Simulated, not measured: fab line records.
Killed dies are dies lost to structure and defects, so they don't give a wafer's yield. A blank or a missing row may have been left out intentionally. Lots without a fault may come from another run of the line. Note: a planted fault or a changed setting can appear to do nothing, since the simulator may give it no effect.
A struck lot beside a sound one    flow n5-finfet    21 steps out of a route of 1938
Sound: the wafers L889.1, L889.3, L889.5. Struck: wafer L896.2 (left out: L896.4, L896.5 of the same lot, which were not struck); the cause appears at the end.
Per side, at each step with rows, come the tool, then ch with its chambers, and then its first start. Under that, the readings that differ: sound wafers    struck wafers    difference of the means    sigmas: that difference in standard deviations of wafers without a fault.
alike: readings whose means differ by less than 2 such deviations, and words and numbers that are the same on both sides. not compared: withheld readings, readings that some wafer has no value for, bounds like >300 that may hide the same value, and numbers for which the record gives no deviation and whose values overlap.
A row with sigmas, a row that says differs or no value, or rows on one side alone: a step with any of these is where the two part. When numbers do not overlap yet have no deviation, they are printed without sigmas and do not part them. A reading missing from all wafers of one side parts the sides only when that side holds two or more wafers.

first, 9 steps without rows for these wafers: N5_BEOL_M11_EXPOSE_08 (exposes mask M11); N5_BEOL_M11_PEB_09 (peb time 60 s); N5_BEOL_M11_DEVELOP_10 (develop time 30 s); N5_BEOL_M11_DESCUM_16 (chemistry O2, time 7.9 s); N5_BEOL_M11_ETCH_61 (etches SiARC in CF4, target depth 39 nm, time 65 s); N5_BEOL_M11_ETCH_62 (etches SOC in N2/H2, target depth 110 nm, overetch 22 nm, time 165 s); N5_BEOL_M11_STRIP_68 (strips in N2/H2); N5_BEOL_M11_STRIP_67 (strips in CF4); N5_BEOL_M11_HM_OPEN_17 (chemistry Cl2/BCl3, target TiN, target depth 20 nm, overetch 6 nm).
N5_BEOL_M11_STRIP_19: strips in O2.
  sound on rie-diel-04 ch 0,2, day 13 20:00; struck on rie-diel-04 ch 0, day 15 14:50
  alike: drypump-motor-current-A, oes-product-au, rf-vpp-V, showerhead-plenum-p-Torr, throttle-valve-pct
  not compared: rf-hours-counter-h
then, 8 steps without rows for these wafers: N5_BEOL_M11_COAT_63 (time 60 s, resist thk 100 nm); N5_BEOL_M11_COAT_64 (time 60 s, resist thk 30 nm); N5_BEOL_M11_COAT_22 (resist thk 90 nm); N5_BEOL_M11_EBR_24; N5_BEOL_M11_SOFTBAKE_23 (time 60 s); N5_BEOL_M11_EXPOSE_25 (exposes mask V10); N5_BEOL_M11_PEB_26 (peb time 60 s); N5_BEOL_M11_DEVELOP_27 (develop time 30 s).
N5_BEOL_M11_INSPECT_30: inspects for defects (brightfield).
  sound: defect-inspect-01 at day 13 22:13; struck: defect-inspect-01 at day 15 16:55
reading           sound        struck  difference  sigmas
raw-defect-count  306 270 329  890     +588        +5
then, 1 step without rows for these wafers: N5_BEOL_M11_DESCUM_33 (chemistry O2, time 7.9 s).
N5_PASSIVATION_PROBE_49:
  record: rows for the struck wafers here (prober-02, day 17 15:57), none for the sound ones

## WHERE THEY PART
Last at N5_PASSIVATION_PROBE_49 as far as this record goes, first at N5_BEOL_M11_INSPECT_30.

WHY: whatever the simulator had introduced
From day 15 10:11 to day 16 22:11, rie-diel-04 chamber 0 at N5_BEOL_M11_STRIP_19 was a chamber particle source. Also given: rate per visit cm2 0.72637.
